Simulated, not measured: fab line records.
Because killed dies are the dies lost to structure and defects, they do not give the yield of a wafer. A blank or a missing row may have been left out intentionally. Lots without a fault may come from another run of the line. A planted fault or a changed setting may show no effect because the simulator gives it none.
What tool caused it? | flow nand_harc | 23 lots with 69 wafers sampled at 6 steps, on a route of 1302 steps

## WHAT THE GAUGES READ, wafer by wafer
No reading from a measuring or inspecting step in the record can be judged against a usual standard deviation.

## EACH LOT AND THE TOOL THAT RAN IT (in order: tool; ch and the chambers of the sampled wafers; start)
lot  | NHARC_A_STAIRCASE_DESCUM_11        | NHARC_A_STAIRCASE_ETCH_19      | NHARC_A_STAIRCASE_TRIM_191     | NHARC_A_STAIRCASE_TRIM_200     | NHARC_A_STAIRCASE_TRIM_226     | NHARC_A_STAIRCASE_ETCH_234
L074 | rie_diel-12 ch 0,3, day 15 10:13   | rie_diel-12 ch 0,1,2, no start | rie_diel-05 ch 0,1,2, no start | rie_diel-04 ch 0,1, no start   | rie_diel-12 ch 0,3, no start   | rie_diel-12 ch 0,1, no start
L075 | rie_diel-12 ch 1,2, day 15 20:32   | rie_diel-12 ch 0,1,2, no start | rie_diel-12 ch 1,2,3, no start | rie_diel-05 ch 0,1,3, no start | rie_diel-05 ch 1,2, no start   | rie_diel-05 ch 0,1,3, no start
L076 | rie_diel-05 ch 0,1,2, day 16 08:15 | rie_diel-05 ch 0,1,2, no start | rie_diel-04 ch 0,2,3, no start | rie_diel-12 ch 1,2, no start   | rie_diel-05 ch 0,1,3, no start | rie_diel-04 ch 0,2, no start
L078 | rie_diel-04 ch 2,3, day 16 16:49   | rie_diel-04 ch 0,1,2, no start | rie_diel-04 ch 2,3, no start   | rie_diel-04 ch 2,3, no start   | rie_diel-05 ch 0,3, no start   | rie_diel-12 ch 0,1,3, no start
L077 | rie_diel-05 ch 0,1,3, day 16 17:26 | rie_diel-05 ch 1,2,3, no start | rie_diel-05 ch 0,1,3, no start | rie_diel-05 ch 0,3, no start   | rie_diel-05 ch 1,2, no start   | rie_diel-05 ch 0,1,3, no start
L079 | rie_diel-05 ch 0,2, day 17 20:58   | rie_diel-05 ch 0,2, no start   | rie_diel-04 ch 1,2, no start   | rie_diel-04 ch 1,2, no start   | rie_diel-04 ch 1,2,3, no start | rie_diel-04 ch 1,2, no start
L081 | rie_diel-04 ch 0,1,2, day 18 07:07 | rie_diel-04 ch 0,1, no start   | rie_diel-12 ch 0,1,3, no start | rie_diel-05 ch 2,3, no start   | rie_diel-04 ch 1,2,3, no start | rie_diel-04 ch 0,1,3, no start
L080 | rie_diel-04 ch 0,1,3, day 18 09:59 | rie_diel-04 ch 1,2,3, no start | rie_diel-12 ch 0,1, no start   | rie_diel-04 ch 1,2, no start   | rie_diel-12 ch 1,2, no start   | rie_diel-05 ch 0,2,3, no start
L082 | rie_diel-05 ch 0,2, day 18 23:15   | rie_diel-05 ch 1,2, no start   | rie_diel-12 ch 0,2,3, no start | rie_diel-12 ch 1,2,3, no start | rie_diel-05 ch 0,2, no start   | rie_diel-05 ch 0,2, no start
L084 | rie_diel-04 ch 0,3, day 19 19:12   | rie_diel-04 ch 1,2, no start   | rie_diel-04 ch 1,3, no start   | rie_diel-04 ch 1,2,3, no start | rie_diel-04 ch 1,2, no start   | rie_diel-04 ch 0,1,3, no start
L083 | rie_diel-04 ch 0,1,2, day 19 19:22 | rie_diel-04 ch 0,1,2, no start | rie_diel-12 ch 0,1,3, no start | rie_diel-04 ch 1,2,3, no start | rie_diel-12 ch 0,1,3, no start | rie_diel-05 ch 0,1,3, no start
L085 | rie_diel-12 ch 2,3, day 20 01:08   | rie_diel-12 ch 1,2,3, no start | rie_diel-05 ch 0,1,2, no start | rie_diel-12 ch 0,2,3, no start | rie_diel-12 ch 2,3, no start   | rie_diel-05 ch 0,2, no start
L086 | rie_diel-04 ch 0,1, day 20 11:50   | rie_diel-04 ch 0,3, no start   | rie_diel-04 ch 1,2, no start   | rie_diel-05 ch 0,3, no start   | rie_diel-04 ch 0,2,3, no start | rie_diel-12 ch 0,1,3, no start
L087 | rie_diel-12 ch 0,1,2, day 20 16:59 | rie_diel-12 ch 0,1,3, no start | rie_diel-04 ch 0,1,3, no start | rie_diel-04 ch 1,2,3, no start | rie_diel-12 ch 1,2,3, no start | rie_diel-05 ch 1,2,3, no start
L088 | rie_diel-04 ch 1,2, day 21 15:16   | rie_diel-04 ch 0,1,3, no start | rie_diel-04 ch 0,3, no start   | rie_diel-04 ch 0,1,3, no start | rie_diel-05 ch 0,1,2, no start | rie_diel-04 ch 1,2, no start
L091 | rie_diel-04 ch 0,2,3, day 22 14:02 | rie_diel-04 ch 1,2,3, no start | rie_diel-04 ch 1,2,3, no start | rie_diel-04 ch 0,1,3, no start | rie_diel-05 ch 0,1,2, no start | rie_diel-05 ch 0,1,3, no start
L090 | rie_diel-05 ch 1,2, day 22 14:25   | rie_diel-05 ch 0,1, no start   | rie_diel-12 ch 2,3, no start   | rie_diel-12 ch 0,2,3, no start | rie_diel-04 ch 0,3, no start   | rie_diel-04 ch 0,2,3, no start
L093 | rie_diel-12 ch 1,2, day 23 10:40   | rie_diel-12 ch 0,1,2, no start | rie_diel-04 ch 0,3, no start   | rie_diel-04 ch 0,1,2, no start | rie_diel-04 ch 0,1,2, no start | rie_diel-12 ch 0,1,2, no start
L092 | rie_diel-05 ch 0,2,3, day 23 10:50 | rie_diel-05 ch 0,3, no start   | rie_diel-12 ch 0,3, no start   | rie_diel-04 ch 0,1,3, no start | rie_diel-04 ch 0,1,2, no start | rie_diel-12 ch 0,1,3, no start
L094 | rie_diel-04 ch 0,2,3, day 23 21:58 | rie_diel-04 ch 0,2,3, no start | rie_diel-12 ch 1,3, no start   | rie_diel-12 ch 2,3, no start   | rie_diel-04 ch 0,1,2, no start | rie_diel-05 ch 1,2,3, no start
L095 | rie_diel-05 ch 0,2, day 24 11:53   | rie_diel-05 ch 0,3, no start   | rie_diel-04 ch 0,1,3, no start | rie_diel-05 ch 0,1,2, no start | rie_diel-05 ch 0,2, no start   | rie_diel-04 ch 1,2,3, no start
L096 | rie_diel-05 ch 0,2,3, day 24 12:47 | rie_diel-05 ch 1,2,3, no start | rie_diel-04 ch 0,2,3, no start | rie_diel-04 ch 0,1,2, no start | rie_diel-12 ch 0,1,3, no start | rie_diel-05 ch 0,2,3, no start
L097 | rie_diel-04 ch 0,1,3, day 25 00:34 | rie_diel-04 ch 2,3, no start   | rie_diel-12 ch 1,2,3, no start | rie_diel-12 ch 1,2,3, no start | rie_diel-12 ch 1,2,3, no start | rie_diel-12 ch 1,2,3, no start
- NHARC_A_STAIRCASE_DESCUM_11: chemistry O2, time 3 s.
- NHARC_A_STAIRCASE_ETCH_19: etches the open film in C4F8/O2, target depth 100 nm, time 40.5 s.
- NHARC_A_STAIRCASE_TRIM_191: chemistry O2, time 211.2 s.
- NHARC_A_STAIRCASE_TRIM_200: chemistry O2, time 211.2 s.
- NHARC_A_STAIRCASE_TRIM_226: chemistry O2, time 211.2 s.
- NHARC_A_STAIRCASE_ETCH_234: etches the open film in C4F8/O2, target depth 100 nm, time 40.5 s.

## WHAT THE TOOLS THEMSELVES READ (means of the sampled wafers that have a number; where no wafer has one, the mark that the record gives instead)
NHARC_A_STAIRCASE_DESCUM_11.
lot  | tool        | drypump_motor_current_A (A) | oes_product_au (a.u.) | rf_vpp_V (V) | showerhead_plenum_p_Torr (Torr) | throttle_valve_pct (%)
L074 | rie_diel-12 | 5.67                        | 0.990                 | 58.0         | 1.83                            | 11.314
L075 | rie_diel-12 | 5.80                        | 0.997                 | 57.6         | 1.92                            | 11.315
L076 | rie_diel-05 | 5.86                        | 1.005                 | 57.9         | 1.86                            | 11.306
L078 | rie_diel-04 | 6.02                        | 1.012                 | 57.6         | 1.98                            | 11.312
L077 | rie_diel-05 | 5.75                        | 0.995                 | 57.8         | 1.84                            | 11.311
L079 | rie_diel-05 | 5.86                        | 1.007                 | 58.0         | 1.88                            | 11.304
L081 | rie_diel-04 | 5.92                        | 0.999                 | 57.5         | 1.97                            | 11.294
L080 | rie_diel-04 | 5.68                        | 1.001                 | 57.6         | 1.92                            | 11.308
L082 | rie_diel-05 | 5.64                        | 1.003                 | 57.4         | 1.87                            | 11.299
L084 | rie_diel-04 | 5.81                        | 1.005                 | 56.8         | 1.91                            | 11.313
L083 | rie_diel-04 | 5.94                        | 1.003                 | 57.8         | 1.96                            | 11.312
L085 | rie_diel-12 | 5.66                        | 0.987                 | 57.2         | 1.84                            | 11.308
L086 | rie_diel-04 | 5.70                        | 1.009                 | 58.5         | 1.95                            | 11.305
L087 | rie_diel-12 | 5.80                        | 1.002                 | 57.3         | 1.89                            | 11.303
L088 | rie_diel-04 | 6.03                        | 1.001                 | 57.2         | 1.99                            | 11.317
L091 | rie_diel-04 | 5.91                        | 1.005                 | 58.1         | 1.93                            | 11.308
L090 | rie_diel-05 | 6.07                        | 1.007                 | 57.4         | 1.85                            | 11.314
L093 | rie_diel-12 | 5.81                        | 1.004                 | 57.7         | 1.90                            | 11.317
L092 | rie_diel-05 | 5.78                        | 0.994                 | 57.8         | 1.85                            | 11.319
L094 | rie_diel-04 | 5.89                        | 1.013                 | 58.3         | 1.93                            | 11.307
L095 | rie_diel-05 | 5.84                        | 0.999                 | 57.6         | 1.87                            | 11.310
L096 | rie_diel-05 | 5.75                        | 1.006                 | 56.5         | 1.85                            | 11.310
L097 | rie_diel-04 | 5.68                        | 1.017                 | 58.5         | 1.91                            | 11.306

NHARC_A_STAIRCASE_ETCH_19.
lot  | tool        | oes_product_au (a.u.) | rf_vpp_V (V)
L074 | rie_diel-12 | 0.958                 | 895
L075 | rie_diel-12 | 0.957                 | 895
L076 | rie_diel-05 | 0.940                 | 892
L078 | rie_diel-04 | 0.953                 | 900
L077 | rie_diel-05 | 0.947                 | 892
L079 | rie_diel-05 | 0.934                 | 894
L081 | rie_diel-04 | 0.953                 | 898
L080 | rie_diel-04 | 0.953                 | 899
L082 | rie_diel-05 | 0.952                 | 892
L084 | rie_diel-04 | 0.938                 | 901
L083 | rie_diel-04 | 0.935                 | 899
L085 | rie_diel-12 | 0.946                 | 894
L086 | rie_diel-04 | 0.958                 | 894
L087 | rie_diel-12 | 0.950                 | 892
L088 | rie_diel-04 | 0.946                 | 896
L091 | rie_diel-04 | 0.944                 | 897
L090 | rie_diel-05 | 0.939                 | 889
L093 | rie_diel-12 | 0.948                 | 893
L092 | rie_diel-05 | 0.924                 | 892
L094 | rie_diel-04 | 0.970                 | 898
L095 | rie_diel-05 | 0.934                 | 892
L096 | rie_diel-05 | 0.938                 | 890
L097 | rie_diel-04 | 0.950                 | 898

NHARC_A_STAIRCASE_TRIM_191.
lot  | tool        | drypump_motor_current_A (A) | oes_product_au (a.u.) | rf_vpp_V (V) | showerhead_plenum_p_Torr (Torr) | throttle_valve_pct (%)
L074 | rie_diel-05 | 5.86                        | 1.010                 | 56.9         | 3.43                            | 17.031
L075 | rie_diel-12 | 5.72                        | 0.993                 | 58.5         | 3.48                            | 17.027
L076 | rie_diel-04 | 5.89                        | 1.010                 | 57.2         | 3.58                            | 17.024
L078 | rie_diel-04 | 6.01                        | 1.019                 | 58.3         | 3.63                            | 17.036
L077 | rie_diel-05 | 5.76                        | 0.991                 | 57.6         | 3.40                            | 17.047
L079 | rie_diel-04 | 6.04                        | 0.995                 | 58.2         | 3.67                            | 17.033
L081 | rie_diel-12 | 5.75                        | 0.996                 | 57.2         | 3.43                            | 17.035
L080 | rie_diel-12 | 5.85                        | 1.007                 | 56.9         | 3.49                            | 17.045
L082 | rie_diel-12 | 5.75                        | 0.998                 | 58.5         | 3.43                            | 17.031
L084 | rie_diel-04 | 5.58                        | 1.013                 | 58.9         | 3.55                            | 17.035
L083 | rie_diel-12 | 5.74                        | 0.999                 | 57.5         | 3.43                            | 17.033
L085 | rie_diel-05 | 5.86                        | 1.001                 | 56.5         | 3.42                            | 17.040
L086 | rie_diel-04 | 5.82                        | 1.006                 | 57.8         | 3.63                            | 17.036
L087 | rie_diel-04 | 5.70                        | 1.008                 | 57.9         | 3.53                            | 17.045
L088 | rie_diel-04 | 5.69                        | 1.010                 | 57.2         | 3.49                            | 17.032
L091 | rie_diel-04 | 5.80                        | 1.002                 | 57.4         | 3.58                            | 17.041
L090 | rie_diel-12 | 5.68                        | 0.979                 | 57.1         | 3.40                            | 17.036
L093 | rie_diel-04 | 5.83                        | 1.014                 | 57.6         | 3.50                            | 17.040
L092 | rie_diel-12 | 5.78                        | 0.991                 | 57.7         | 3.37                            | 17.041
L094 | rie_diel-12 | 5.66                        | 0.984                 | 57.3         | 3.40                            | 17.034
L095 | rie_diel-04 | 5.69                        | 1.015                 | 58.4         | 3.52                            | 17.032
L096 | rie_diel-04 | 5.91                        | 1.022                 | 58.2         | 3.55                            | 17.034
L097 | rie_diel-12 | 5.77                        | 0.985                 | 58.2         | 3.44                            | 17.037

NHARC_A_STAIRCASE_TRIM_200.
lot  | tool        | drypump_motor_current_A (A) | oes_product_au (a.u.) | rf_vpp_V (V) | showerhead_plenum_p_Torr (Torr) | throttle_valve_pct (%)
L074 | rie_diel-04 | 5.83                        | 1.010                 | 57.4         | 3.58                            | 17.039
L075 | rie_diel-05 | 5.76                        | 0.997                 | 57.5         | 3.40                            | 17.035
L076 | rie_diel-12 | 5.81                        | 1.004                 | 57.1         | 3.54                            | 17.045
L078 | rie_diel-04 | 5.77                        | 1.021                 | 57.7         | 3.55                            | 17.034
L077 | rie_diel-05 | 5.64                        | 0.983                 | 57.1         | 3.43                            | 17.035
L079 | rie_diel-04 | 5.81                        | 0.987                 | 57.3         | 3.64                            | 17.040
L081 | rie_diel-05 | 5.89                        | 1.002                 | 58.3         | 3.44                            | 17.035
L080 | rie_diel-04 | 5.84                        | 0.996                 | 57.8         | 3.64                            | 17.037
L082 | rie_diel-12 | 5.75                        | 0.990                 | 58.1         | 3.47                            | 17.040
L084 | rie_diel-04 | 5.81                        | 1.004                 | 58.7         | 3.58                            | 17.038
L083 | rie_diel-04 | 5.80                        | 1.009                 | 58.1         | 3.58                            | 17.026
L085 | rie_diel-12 | 5.74                        | 0.984                 | 57.5         | 3.42                            | 17.046
L086 | rie_diel-05 | 5.64                        | 0.993                 | 58.1         | 3.41                            | 17.031
L087 | rie_diel-04 | 5.80                        | 1.004                 | 58.2         | 3.58                            | 17.040
L088 | rie_diel-04 | 5.71                        | 1.007                 | 57.8         | 3.53                            | 17.035
L091 | rie_diel-04 | 5.69                        | 1.011                 | 57.8         | 3.53                            | 17.022
L090 | rie_diel-12 | 5.75                        | 0.979                 | 57.1         | 3.41                            | 17.025
L093 | rie_diel-04 | 5.93                        | 1.014                 | 58.0         | 3.60                            | 17.043
L092 | rie_diel-04 | 5.69                        | 1.023                 | 58.4         | 3.52                            | 17.031
L094 | rie_diel-12 | 5.74                        | 0.970                 | 57.5         | 3.45                            | 17.039
L095 | rie_diel-05 | 5.85                        | 1.004                 | 57.2         | 3.39                            | 17.044
L096 | rie_diel-04 | 5.95                        | 1.022                 | 58.8         | 3.60                            | 17.040
L097 | rie_diel-12 | 5.74                        | 0.989                 | 58.1         | 3.44                            | 17.032

NHARC_A_STAIRCASE_TRIM_226.
lot  | tool        | drypump_motor_current_A (A) | oes_product_au (a.u.) | rf_vpp_V (V) | showerhead_plenum_p_Torr (Torr) | throttle_valve_pct (%)
L074 | rie_diel-12 | 5.78                        | 1.006                 | 57.1         | 3.40                            | 17.036
L075 | rie_diel-05 | 6.09                        | 1.016                 | 57.7         | 3.39                            | 17.038
L076 | rie_diel-05 | 5.76                        | 0.985                 | 57.9         | 3.40                            | 17.035
L078 | rie_diel-05 | 5.65                        | 0.975                 | 58.1         | 3.43                            | 17.034
L077 | rie_diel-05 | 6.09                        | 1.017                 | 56.7         | 3.44                            | 17.043
L079 | rie_diel-04 | 5.80                        | 1.004                 | 58.7         | 3.59                            | 17.037
L081 | rie_diel-04 | 5.79                        | 1.005                 | 57.8         | 3.59                            | 17.033
L080 | rie_diel-12 | 5.82                        | 1.014                 | 58.4         | 3.53                            | 17.044
L082 | rie_diel-05 | 5.87                        | 0.993                 | 57.8         | 3.47                            | 17.050
L084 | rie_diel-04 | 5.80                        | 1.010                 | 58.1         | 3.63                            | 17.037
L083 | rie_diel-12 | 5.75                        | 0.996                 | 56.8         | 3.43                            | 17.034
L085 | rie_diel-12 | 5.66                        | 0.973                 | 57.4         | 3.41                            | 17.042
L086 | rie_diel-04 | 5.91                        | 1.015                 | 58.0         | 3.56                            | 17.043
L087 | rie_diel-12 | 5.74                        | 0.999                 | 57.9         | 3.46                            | 17.037
L088 | rie_diel-05 | 5.86                        | 0.992                 | 57.5         | 3.41                            | 17.034
L091 | rie_diel-05 | 5.87                        | 0.999                 | 57.7         | 3.40                            | 17.039
L090 | rie_diel-04 | 5.81                        | 1.000                 | 57.5         | 3.51                            | 17.039
L093 | rie_diel-04 | 5.92                        | 1.013                 | 58.1         | 3.60                            | 17.035
L092 | rie_diel-04 | 5.93                        | 1.015                 | 58.1         | 3.60                            | 17.038
L094 | rie_diel-04 | 5.92                        | 1.016                 | 58.7         | 3.60                            | 17.038
L095 | rie_diel-05 | 5.88                        | 0.994                 | 57.4         | 3.45                            | 17.031
L096 | rie_diel-12 | 5.77                        | 0.993                 | 56.8         | 3.41                            | 17.041
L097 | rie_diel-12 | 5.73                        | 0.993                 | 58.3         | 3.44                            | 17.038

NHARC_A_STAIRCASE_ETCH_234.
lot  | tool        | oes_product_au (a.u.) | rf_vpp_V (V)
L074 | rie_diel-12 | 0.948                 | 895
L075 | rie_diel-05 | 0.946                 | 891
L076 | rie_diel-04 | 0.942                 | 899
L078 | rie_diel-12 | 0.948                 | 892
L077 | rie_diel-05 | 0.938                 | 892
L079 | rie_diel-04 | 0.950                 | 901
L081 | rie_diel-04 | 0.939                 | 897
L080 | rie_diel-05 | 0.955                 | 892
L082 | rie_diel-05 | 0.920                 | 894
L084 | rie_diel-04 | 0.955                 | 897
L083 | rie_diel-05 | 0.933                 | 891
L085 | rie_diel-05 | 0.941                 | 893
L086 | rie_diel-12 | 0.952                 | 892
L087 | rie_diel-05 | 0.951                 | 891
L088 | rie_diel-04 | 0.956                 | 901
L091 | rie_diel-05 | 0.926                 | 891
L090 | rie_diel-04 | 0.951                 | 898
L093 | rie_diel-12 | 0.947                 | 894
L092 | rie_diel-12 | 0.929                 | 892
L094 | rie_diel-05 | 0.960                 | 890
L095 | rie_diel-04 | 0.957                 | 898
L096 | rie_diel-05 | 0.948                 | 891
L097 | rie_diel-12 | 0.940                 | 893

## THE ANSWER, worked out from the rows above alone
Rule: the usual values come from the lots themselves. Put in order of their means at a reading, lots are off if they are a third of the lots or fewer, leave a main group of 4 or more, and stand apart from it by a gap of 3 or more times the standard deviation of the main group's means; of several such gaps the widest counts. A main group whose means are all the same, to the digits that the tables above print for the reading, isn't used. A lot without any number at a reading at which 4 lots or more have one is off too. The other lots that the step has rows for count as sound. Order of review: gauges by route order, followed by the tools' own readings, for which a lot's mean as printed above is used. At the first step where some lot is off, the reading lying furthest off is the one used; lots without a number count as furthest.
No lot is off on any of the readings shown, so nothing can be concluded from this.

## WHAT HAD BEEN PUT IN BY THE SIMULATOR
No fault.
